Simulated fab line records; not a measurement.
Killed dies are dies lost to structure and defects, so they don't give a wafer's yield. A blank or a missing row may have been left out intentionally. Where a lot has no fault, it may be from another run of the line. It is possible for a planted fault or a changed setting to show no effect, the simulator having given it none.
fab line records	flow nand_harc	part 1 of 2: steps 1 to 21 of 29
record: lots: 5	wafers: 15	last_day: 23
route steps=1159 shown A_CHANNEL_HOLE_D1@477 A_CHANNEL_FILL_D1@490
lots that met no fault: from a run of the same line without faults
start_h: start of the lot's first displayed wafer, in hours after the record's first day	wait_h: hours since the lot's step before	" unchanged from the row above	L1.1+2: a row that stands for several wafers	- no value, or no start given	* or withheld: withheld	< > ~ a bound
route shown NAME@n: NAME is a module with steps in the file, n the number in the route of the first one	usual: mean/standard deviation taken from wafers without a fault	same: alike in all rows	chamber/n: place in a boat	sites: the reading at each site	_std_site: the standard deviation of these	_edge_site: outer sites' mean less inner sites'	radius_mm: how far each site lies from the wafer's centre	mask NAME#n: copy n	behind: the tool/chamber that last shaped the wafer	hold: the reason the lot was held/the length of the hold in hours/how it ended	device: the n, p or np transistor that did not switch	end of line: the tests these same wafers got at the end of their route	a step given without rows: its recipe and nothing more	killed: at the first sort, the dies lost to defects and structure; wafer yield is something else	map: a wafer's dies, x killed, . not, _ none there
set.NAME: the setting the step ran with; set.NAME@STEP: the setting that earlier step ran with	model.NAME: the simulator's own value behind a step, which no gauge read
certain route steps with their lots: each step a table, each wafer a row
services: the hour from which a tool's chamber was out of use, counted from the record's first day as start_h (under 0 if before that day), plus the number of hours and why
== steps ==
step: NHARC_A_CHANNEL_HOLE_D1_ETCH_25
recipe: bias_v: 5000	source_w: withheld	pressure_mtorr: 20	time_s: 1040.2	ar_flow_sccm: 375	c4f8_flow_sccm: 93.8	o2_flow_sccm: 31.2	temp_c: -20	target_depth_a: 15000	chemistry: C4F8/O2/Ar
usual: drypump_motor_current_A: 5.89/0.24	o2_flow_sccm: 31.17/0.089	showerhead_plenum_p_Torr: 3.65/0.059	throttle_valve_pct: 32.236/0.0095
lot.wafer	tool	chamber	start_h	wait_h	drypump_motor_current_A	o2_flow_sccm	rf_hours_counter_h	showerhead_plenum_p_Torr	throttle_valve_pct
L079.1	har_etch-02	1	203.68	0.6	5.65	31.11	120	3.65	32.229
L079.2	"	0	"	"	6.30	31.18	120	3.56	32.227
L079.6	"	0	"	"	6.32	31.15	-	3.56	32.222
L081.2	har_etch-01	0	218.25	0.6	5.73	31.09	208	3.70	32.246
L081.4	"	0	"	"	5.72	31.02	-	3.70	32.232
L081.3	"	1	"	"	5.97	31.01	-	3.71	32.244
L088.2	har_etch-01	1	261.86	0.6	5.93	31.11	224	3.70	32.241
L088.4	"	0	"	"	5.71	31.29	-	3.69	32.239
L088.6	"	1	"	"	5.92	31.21	-	3.70	32.237
L089.1	har_etch-01	0	273.39	0.6	5.71	31.10	229	3.69	32.227
L089.3	"	1	"	"	5.91	31.15	-	3.70	32.220
L089.5	"	0	"	"	5.74	31.17	-	3.69	32.240
L092.1	har_etch-02	0	290.86	0.6	6.28	31.23	157	3.54	32.225
L092.2	"	1	"	"	5.63	31.08	157	3.63	32.236
L092.6	"	1	"	"	5.65	31.13	-	3.63	32.246
step: NHARC_A_CHANNEL_HOLE_D1_ETCH_26
recipe: bias_v: 300	source_w: 2000	pressure_mtorr: 30	time_s: 224.1	ar_flow_sccm: 375	c4f8_flow_sccm: 11.4	o2_flow_sccm: 113.6	temp_c: -20	target_depth_a: 3000	chemistry: C4F8/O2/Ar
usual: drypump_motor_current_A: 5.89/0.25	o2_flow_sccm: 113.6/0.32	showerhead_plenum_p_Torr: 3.70/0.062	throttle_valve_pct: 24.585/0.0098
lot.wafer	tool	chamber	start_h	wait_h	drypump_motor_current_A	o2_flow_sccm	rf_hours_counter_h	showerhead_plenum_p_Torr	throttle_valve_pct
L079.1	har_etch-02	1	204.55	0.7	5.64	113.6	120	3.70	24.589
L079.2	"	0	"	"	6.27	114.1	120	3.61	24.584
L079.6	"	0	"	"	6.28	113.7	-	3.61	24.596
L081.2	har_etch-01	0	219.12	0.7	5.70	113.3	208	3.75	24.593
L081.4	"	0	"	"	5.71	113.4	-	3.75	24.587
L081.3	"	1	"	"	5.95	113.4	-	3.76	24.579
L088.2	har_etch-01	1	262.73	0.7	5.92	113.7	225	3.75	24.582
L088.4	"	0	"	"	5.72	113.1	-	3.74	24.581
L088.6	"	1	"	"	5.92	113.2	-	3.75	24.576
L089.1	har_etch-01	0	274.27	0.7	5.71	113.4	230	3.74	24.586
L089.3	"	1	"	"	5.92	113.5	-	3.75	24.584
L089.5	"	0	"	"	5.73	113.4	-	3.74	24.575
L092.1	har_etch-02	0	291.75	0.7	6.28	113.6	157	3.59	24.577
L092.2	"	1	"	"	5.63	113.0	157	3.68	24.583
L092.6	"	1	"	"	5.67	113.2	-	3.68	24.599
step: NHARC_A_CHANNEL_HOLE_D1_ETCH_33
recipe: bias_v: 400	source_w: 2000	pressure_mtorr: 25	time_s: 90	ar_flow_sccm: 375	c4f8_flow_sccm: 41.7	o2_flow_sccm: 83.3	temp_c: -20	target_depth_a: 4000	chemistry: C4F8/O2/Ar
usual: drypump_motor_current_A: 5.89/0.24	o2_flow_sccm: 83.27/0.25	showerhead_plenum_p_Torr: 3.69/0.061	throttle_valve_pct: 27.620/0.0085
lot.wafer	tool	chamber	start_h	wait_h	drypump_motor_current_A	o2_flow_sccm	rf_hours_counter_h	showerhead_plenum_p_Torr	throttle_valve_pct
L079.1	har_etch-02	1	204.74	0.2	5.65	83.61	120	3.69	27.616
L079.2	"	0	"	"	6.29	83.69	120	3.60	27.625
L079.6	"	0	"	"	6.31	83.00	-	3.60	27.613
L081.2	har_etch-01	0	219.32	0.2	5.69	83.32	209	3.74	27.616
L081.4	"	0	"	"	5.73	83.19	-	3.74	27.604
L081.3	"	1	"	"	5.94	83.55	-	3.75	27.616
L088.2	har_etch-01	1	262.93	0.2	5.91	83.41	225	3.74	27.616
L088.4	"	0	"	"	5.73	82.88	-	3.73	27.622
L088.6	"	1	"	"	5.91	83.05	-	3.74	27.629
L089.1	har_etch-01	0	274.47	0.2	5.72	83.49	230	3.73	27.621
L089.3	"	1	"	"	5.89	83.44	-	3.74	27.611
L089.5	"	0	"	"	5.72	83.43	-	3.73	27.616
L092.1	har_etch-02	0	291.95	0.2	6.27	83.24	157	3.58	27.635
L092.2	"	1	"	"	5.64	83.25	157	3.67	27.601
L092.6	"	1	"	"	5.67	82.90	-	3.67	27.628
step: NHARC_A_CHANNEL_HOLE_D1_STRIP_41
recipe: n2_flow_sccm: 150	h2_flow_sccm: 150	ar_flow_sccm: 0	bias_w: 0	chemistry: N2/H2
lot.wafer	tool	chamber	start_h	wait_h
L079.2+1+6	rie_diel-07	3,1,2	205.28	0.5
L081.4+2+3	rie_diel-05	2,3,0	219.85	0.4
L088.2+4+6	rie_diel-05	3,0,2	263.47	0.5
L089.1+3+5	rie_diel-03	3,0,1	275.02	0.5
L092.1+2+6	rie_diel-03	1,0,1	292.48	0.5
step: NHARC_A_CHANNEL_HOLE_D1_STRIP_42
recipe: cf4_flow_sccm: 100	chf3_flow_sccm: 30	ar_flow_sccm: 0	bias_w: 0	chemistry: CF4/CHF3
lot.wafer	tool	chamber	start_h	wait_h
L079.2+1+6	rie_diel-07	0,1,3	205.37	0.1
L081.3+2+4	rie_diel-05	0,1,3	219.94	0.1
L088.2+4+6	rie_diel-05	0,1,3	263.56	0.1
L089.1+3+5	rie_diel-03	2,3,1	275.10	0.1
L092.1+2+6	rie_diel-03	0,2,0	292.57	0.1
step: NHARC_A_CHANNEL_HOLE_D1_STRIP_43
recipe: o2_flow_sccm: 400	cos_flow_sccm: 20	ar_flow_sccm: 0	bias_w: 0	chemistry: O2/COS
lot.wafer	tool	chamber	start_h	wait_h
L079.1+2+6	rie_diel-07	0,2,0	205.43	0.1
L081.2+4+3	rie_diel-05	2,3,0	220.00	0.1
L088.4+2+6	rie_diel-05	1,0,1	263.61	0.0
L089.3+1+5	rie_diel-03	0,3,1	275.16	0.0
L092.1+2+6	rie_diel-03	0,2,0	292.63	0.1
step: NHARC_A_CHANNEL_HOLE_D1_ETCH_44
recipe: target_depth_a: 1400	overetch_a: 140	time_s: 77	ion_energy_ev: 100	cf4_flow_sccm: 80	o2_flow_sccm: 20	ar_flow_sccm: 0	rf_w: 300	bias_w: 100	chemistry: CF4/O2
usual: drypump_motor_current_A: 5.8/0.57	o2_flow_sccm: 20.00/0.057	oes_product_au: 1.002/0.0091	rf_vpp_V: 197.9/1.2	showerhead_plenum_p_Torr: 1.34/0.045	throttle_valve_pct: 13.396/0.009
lot.wafer	tool	chamber	start_h	wait_h	drypump_motor_current_A	o2_flow_sccm	oes_product_au	rf_hours_counter_h	rf_vpp_V	showerhead_plenum_p_Torr	throttle_valve_pct
L079.2	rie_diel-07	2	205.49	0.1	5.4	20.01	1.007	9	199.7	1.37	13.378
L079.1	"	3	"	"	5.2	19.98	1.008	10	195.2	1.27	13.384
L079.6	"	2	"	"	5.4	20.02	0.993	-	198.0	1.37	13.395
L081.4	rie_diel-05	2	220.06	0.1	6.5	20.01	1.007	3	197.6	1.34	13.390
L081.2	"	3	"	"	5.8	19.94	1.005	3	196.8	1.32	13.387
L081.3	"	0	"	"	5.7	20.02	1.008	4	198.0	1.29	13.404
L088.4	rie_diel-05	1	263.67	0.1	6.5	20.03	0.996	6	197.9	1.38	13.404
L088.2	"	0	"	"	5.7	20.00	1.017	6	195.4	1.29	13.397
L088.6	"	1	"	"	6.5	19.99	1.004	-	197.7	1.38	13.386
L089.3	rie_diel-03	3	275.22	0.1	6.3	19.99	1.000	5	199.4	1.41	13.401
L089.1	"	2	"	"	6.6	19.91	0.999	6	195.0	1.25	13.383
L089.5	"	0	"	"	5.3	20.09	1.003	-	197.6	1.33	13.394
L092.1	rie_diel-03	1	292.69	0.1	5.0	19.99	0.985	6	199.4	1.35	13.394
L092.2	"	2	"	"	6.6	20.00	0.993	7	196.4	1.25	13.393
L092.6	"	2	"	"	6.6	20.04	1.006	-	195.7	1.25	13.407
step: NHARC_A_CHANNEL_HOLE_D1_STRIP_27
recipe: o2_flow_sccm: 500	ar_flow_sccm: 0	bias_w: 0	chemistry: O2
usual: drypump_motor_current_A: 5.8/0.59	o2_flow_sccm: 499.9/1.6	oes_product_au: 1.000/0.0097	rf_vpp_V: 57.8/0.93	showerhead_plenum_p_Torr: 3.53/0.12	throttle_valve_pct: 17.037/0.0091
lot.wafer	tool	chamber	start_h	wait_h	drypump_motor_current_A	o2_flow_sccm	oes_product_au	rf_hours_counter_h	rf_vpp_V	showerhead_plenum_p_Torr	throttle_valve_pct
L079.1	rie_diel-07	0	-	-	5.1	500.2	1.016	10	59.2	3.68	17.034
L079.2	"	3	"	"	5.2	500.5	0.999	10	57.7	3.36	17.044
L079.6	"	0	"	"	5.1	498.2	1.013	-	56.3	3.68	17.033
L081.3	rie_diel-05	0	-	-	5.8	500.9	1.010	4	57.5	3.42	17.037
L081.4	"	1	"	"	6.6	500.5	1.007	3	57.3	3.65	17.033
L081.2	"	2	"	"	6.5	499.9	1.004	3	58.9	3.53	17.051
L088.4	rie_diel-05	1	-	-	6.6	499.9	1.007	6	58.7	3.64	17.036
L088.2	"	3	"	"	5.8	501.8	0.995	6	57.3	3.48	17.043
L088.6	"	2	"	"	6.6	500.1	0.993	-	56.9	3.53	17.046
L089.1	rie_diel-03	1	-	-	5.0	501.5	0.982	5	58.2	3.57	17.047
L089.3	"	3	"	"	6.3	498.1	1.006	5	56.9	3.72	17.025
L089.5	"	1	"	"	5.0	500.3	0.994	-	57.7	3.57	17.025
L092.1	rie_diel-03	0	-	-	5.3	498.9	0.994	6	57.5	3.52	17.030
L092.2	"	2	"	"	6.6	500.9	1.003	7	57.9	3.31	17.038
L092.6	"	0	"	"	5.3	499.9	0.999	-	59.6	3.52	17.041
step: NHARC_A_CHANNEL_HOLE_D1_PRECLEAN_28
recipe: time_s: *	temp_c: 50	bath_age_min: 0	chemistry: SC1
lot.wafer	tool	chamber	start_h	wait_h
L079.6+1+2	wet_bench-01	2,3,7	206.15	-
L081.4+3+2	wet_bench-07	7,0,3	220.74	-
L088.2+6+4	wet_bench-03	3,5,7	264.34	-
L089.3+1+5	wet_bench-01	0,2,3	275.89	-
L092.6+2+1	wet_bench-07	7,0,2	293.36	-
step: NHARC_A_CHANNEL_HOLE_D1_SRD_29
lot.wafer	tool	chamber	start_h	wait_h
L079.6+1+2	wet_bench-01	2,3,7	-	-
L081.4+3+2	wet_bench-07	7,0,3	-	-
L088.2+6+4	wet_bench-03	3,5,7	264.41	0.1
L089.3+1+5	wet_bench-01	0,2,3	-	-
L092.6+2+1	wet_bench-07	7,0,2	-	-
step: NHARC_A_CHANNEL_HOLE_D1_CD_MEAS_30
usual: cd_nm: 90.1/1.2
lot.wafer	tool	chamber	start_h	wait_h	cd_nm
L079.1	cd_sem-03	-	206.29	-	87.3
L079.2	"	-	"	"	88.6
L079.6	"	-	"	"	89.9
L081.2	cd_sem-01	-	220.88	-	90.5
L081.3	"	-	"	"	90.6
L081.4	"	-	"	"	91.6
L088.2	cd_sem-01	-	264.52	0.1	91.8
L088.4	"	-	"	"	90.5
L088.6	"	-	"	"	90.3
L089.1	cd_sem-02	-	276.02	-	89.4
L089.3	"	-	"	"	90.4
L089.5	"	-	"	"	92.1
L092.1	cd_sem-01	-	293.49	-	91.4
L092.2	"	-	"	"	90.8
L092.6	"	-	"	"	92.1
step: NHARC_A_CHANNEL_HOLE_D1_XSEM_31
recipe: landing_energy_ev: 35000
usual: bot_cd_nm: 74.6/1.4	bow_nm: 8.60/0.26	tilt_deg: 0.07/0.038
lot.wafer	tool	chamber	start_h	wait_h	bot_cd_nm	bow_nm	tilt_deg
L079.1	xsem-02	0	206.39	0.1	72.0	9.26	0.11
L079.2	"	0	"	"	72.9	9.20	0.11
L079.6	"	0	"	"	73.5	9.27	0.11
L081.2	xsem-02	0	220.97	0.1	75.7	8.16	0.05
L081.3	"	0	"	"	75.7	8.18	0.05
L081.4	"	0	"	"	76.0	8.17	0.05
L088.2	xsem-01	0	264.61	0.1	75.2	8.46	0.09
L088.4	"	0	"	"	74.2	8.34	0.09
L088.6	"	0	"	"	74.4	8.42	0.09
L089.1	xsem-02	0	276.11	0.1	73.6	8.72	0.05
L089.3	"	0	"	"	74.7	8.72	0.04
L089.5	"	0	"	"	77.5	8.72	0.04
L092.1	xsem-02	0	293.58	0.1	75.4	8.83	0.04
L092.2	"	0	"	"	76.7	8.94	0.04
L092.6	"	0	"	"	76.8	8.89	0.04
step: NHARC_A_CHANNEL_HOLE_D1_INSPECT_40
usual: raw_defect_count: 61/17
lot.wafer	tool	chamber	start_h	wait_h	raw_defect_count
L079.1	defect_inspect-01	-	206.49	-	45
L079.2	"	-	"	"	38
L079.6	"	-	"	"	26
L081.2	defect_inspect-01	-	221.07	-	48
L081.3	"	-	"	"	62
L081.4	"	-	"	"	38
L088.2	defect_inspect-02	-	264.70	-	87
L088.4	"	-	"	"	74
L088.6	"	-	"	"	74
L089.1	defect_inspect-01	-	276.21	-	70
L089.3	"	-	"	"	70
L089.5	"	-	"	"	90
L092.1	defect_inspect-01	-	293.68	-	50
L092.2	"	-	"	"	31
L092.6	"	-	"	"	48
step: NHARC_A_CHANNEL_FILL_D1_PRECLEAN_00
recipe: time_s: *	temp_c: 50	bath_age_min: 0	chemistry: SC1
lot.wafer	tool	chamber	start_h	wait_h
L079.1+2+6	wet_bench-06	4,5,0	206.55	0.1
L081.4+2+3	wet_bench-05	6,7,1	221.13	0.1
L088.4+6+2	wet_bench-09	5,6,7	264.75	0.0
L089.5+3+1	wet_bench-09	3,7,0	276.26	0.0
L092.2+6+1	wet_bench-06	6,0,1	293.73	0.0
step: NHARC_A_CHANNEL_FILL_D1_SRD_01
lot.wafer	tool	chamber	start_h	wait_h
L079.1+2+6	wet_bench-06	4,5,0	-	-
L081.4+2+3	wet_bench-05	6,7,1	-	-
L088.4+6+2	wet_bench-09	5,6,7	-	-
L089.5+3+1	wet_bench-09	3,7,0	-	-
L092.2+6+1	wet_bench-06	6,0,1	-	-
step: NHARC_A_CHANNEL_FILL_D1_ALD_02
recipe: target_thk_a: 60	pulse_time_s: 10	ald_cycles: 60	temp_c: 300	material: SiO2
usual: heater_power_w: 481/38	precursor_pulse_height_rel: 0.997/0.021
lot.wafer	tool	chamber	start_h	wait_h	heater_power_w	precursor_pulse_height_rel	since_wet_clean_h
L079.2	ald_hk-03	3	207.03	-	523	1.014	52
L079.1	"	0	"	"	456	0.973	52
L079.6	"	2	"	"	420	0.993	-
L081.2	ald_hk-03	1	221.26	-	522	0.997	66
L081.4	"	3	"	"	525	0.997	66
L081.3	"	0	"	"	444	1.033	66
L088.2	ald_hk-03	0	264.97	-	453	1.016	110
L088.4	"	1	"	"	516	0.992	110
L088.6	"	3	"	"	532	0.998	-
L089.1	ald_hk-03	2	276.40	-	437	0.989	121
L089.3	"	1	"	"	525	0.968	121
L089.5	"	3	"	"	523	0.988	-
L092.1	ald_hk-02	0	294.02	-	504	0.968	1
L092.2	"	1	"	"	469	0.992	1
L092.6	"	2	"	"	484	0.933	-
step: NHARC_A_CHANNEL_FILL_D1_ALD_03
recipe: target_thk_a: 60	pulse_time_s: 60	ald_cycles: 58	temp_c: 630	pressure_torr: 2	material: SiNx
usual: precursor_pulse_height_rel: 0.999/0.019
lot.wafer	tool	chamber	start_h	wait_h	precursor_pulse_height_rel
L079.1	ald_sin_batch-02	0	-	-	0.997
L079.2	"	0	"	"	1.006
L079.6	"	0	"	"	0.999
L081.2	ald_sin_batch-01	0	-	-	0.995
L081.3	"	0	"	"	1.033
L081.4	"	0	"	"	1.000
L088.2	ald_sin_batch-01	0	-	-	0.986
L088.4	"	0	"	"	1.002
L088.6	"	0	"	"	1.005
L089.1	ald_sin_batch-01	0	-	-	0.985
L089.3	"	0	"	"	0.966
L089.5	"	0	"	"	1.029
L092.1	ald_sin_batch-02	0	-	-	0.996
L092.2	"	0	"	"	0.989
L092.6	"	0	"	"	1.005
step: NHARC_A_CHANNEL_FILL_D1_ALD_14
recipe: target_thk_a: 25	pulse_time_s: 10	ald_cycles: 25	temp_c: 300	material: SiO2
usual: heater_power_w: 484/37	precursor_pulse_height_rel: 1.000/0.017
lot.wafer	tool	chamber	start_h	wait_h	heater_power_w	precursor_pulse_height_rel	since_wet_clean_h
L079.1	ald_hk-02	3	213.62	0.1	416	0.984	101
L079.2	"	1	"	"	453	1.004	101
L079.6	"	3	"	"	421	1.004	-
L081.2	ald_hk-04	0	228.30	0.0	476	1.000	31
L081.3	"	2	"	"	446	0.983	32
L081.4	"	3	"	"	475	1.012	32
L088.4	ald_hk-02	1	271.97	0.1	464	0.982	159
L088.2	"	2	"	"	507	1.024	159
L088.6	"	0	"	"	527	1.030	-
L089.1	ald_hk-03	0	283.43	0.0	455	1.008	128
L089.3	"	2	"	"	450	0.968	128
L089.5	"	0	"	"	456	1.050	-
L092.1	ald_hk-02	0	300.31	0.3	502	0.984	7
L092.2	"	1	"	"	461	1.027	7
L092.6	"	3	"	"	433	0.999	-
step: NHARC_A_CHANNEL_FILL_D1_ALD_15
recipe: target_thk_a: 20	pulse_time_s: 60	ald_cycles: 19	temp_c: 630	pressure_torr: 2	material: SiNx
usual: precursor_pulse_height_rel: 0.999/0.019
lot.wafer	tool	chamber	start_h	wait_h	precursor_pulse_height_rel
L079.1	ald_sin_batch-01	0	-	-	0.985
L079.2	"	0	"	"	1.011
L079.6	"	0	"	"	0.970
L081.2	ald_sin_batch-02	0	-	-	1.038
L081.3	"	0	"	"	0.980
L081.4	"	0	"	"	1.001
L088.2	ald_sin_batch-03	0	-	-	1.014
L088.4	"	0	"	"	0.960
L088.6	"	0	"	"	1.034
L089.1	ald_sin_batch-03	0	-	-	0.991
L089.3	"	0	"	"	0.995
L089.5	"	0	"	"	0.998
L092.1	ald_sin_batch-02	0	-	-	1.043
L092.2	"	0	"	"	0.971
L092.6	"	0	"	"	0.996
step: NHARC_A_CHANNEL_FILL_D1_ALD_16
recipe: target_thk_a: 15	pulse_time_s: 10	ald_cycles: 15	temp_c: 300	material: SiO2
usual: heater_power_w: 486/36	precursor_pulse_height_rel: 0.998/0.019
lot.wafer	tool	chamber	start_h	wait_h	heater_power_w	precursor_pulse_height_rel	since_wet_clean_h
L079.1	ald_hk-04	2	218.84	0.1	458	0.992	22
L079.2	"	0	"	"	496	0.998	22
L079.6	"	1	"	"	527	1.010	-
L081.3	ald_hk-02	3	237.07	3.6	431	1.005	124
L081.4	"	0	"	"	525	0.996	124
L081.2	"	2	"	"	507	1.014	125
L088.2	ald_hk-02	3	277.98	1.0	416	0.998	165
L088.4	"	1	"	"	471	0.998	165
L088.6	"	3	"	"	422	0.996	-
L089.3	ald_hk-04	2	288.62	0.1	455	1.001	92
L089.1	"	3	"	"	489	1.039	92
L089.5	"	1	"	"	542	1.005	-
L092.2	ald_hk-04	2	305.25	0.1	464	0.996	108
L092.1	"	3	"	"	485	1.032	108
L092.6	"	1	"	"	533	0.998	-
step: NHARC_A_CHANNEL_FILL_D1_ANNEAL_17
recipe: temp_c: 850	time_s: 1800
usual: spike_tc_bottom_C: 868.3/1.7	spike_tc_lower_C: 850.8/1.3	tube_center_temp_C: 850/0.076	tube_center_temp_C_max: 852.2/0.36
lot.wafer	tool	chamber	start_h	wait_h	spike_tc_bottom_C	spike_tc_lower_C	tube_center_temp_C	tube_center_temp_C_max
L079.1	furnace-01	0	222.07	-	867.8	849.8	849.97	852.3
L079.2	"	0	"	"	870.3	851.0	850.05	852.0
L079.6	"	0	"	"	869.6	848.7	850.04	852.0
L081.2	furnace-06	0	240.51	-	865.8	849.3	849.94	852.3
L081.3	"	0	"	"	866.1	850.9	850.07	852.4
L081.4	"	0	"	"	865.7	850.8	850.03	852.0
L088.2	furnace-06	0	281.41	-	866.4	851.5	849.95	852.7
L088.4	"	0	"	"	866.6	851.0	850.04	852.3
L088.6	"	0	"	"	866.4	851.4	849.92	851.6
L089.1	furnace-01	0	291.76	-	869.3	850.7	850.15	852.3
L089.3	"	0	"	"	870.6	850.3	849.94	852.6
L089.5	"	0	"	"	870.0	849.1	850.07	852.5
L092.1	furnace-06	0	310.21	-	867.6	850.5	850.06	852.1
L092.2	"	0	"	"	865.2	851.4	850.16	852.9
L092.6	"	0	"	"	863.8	850.8	849.97	852.1
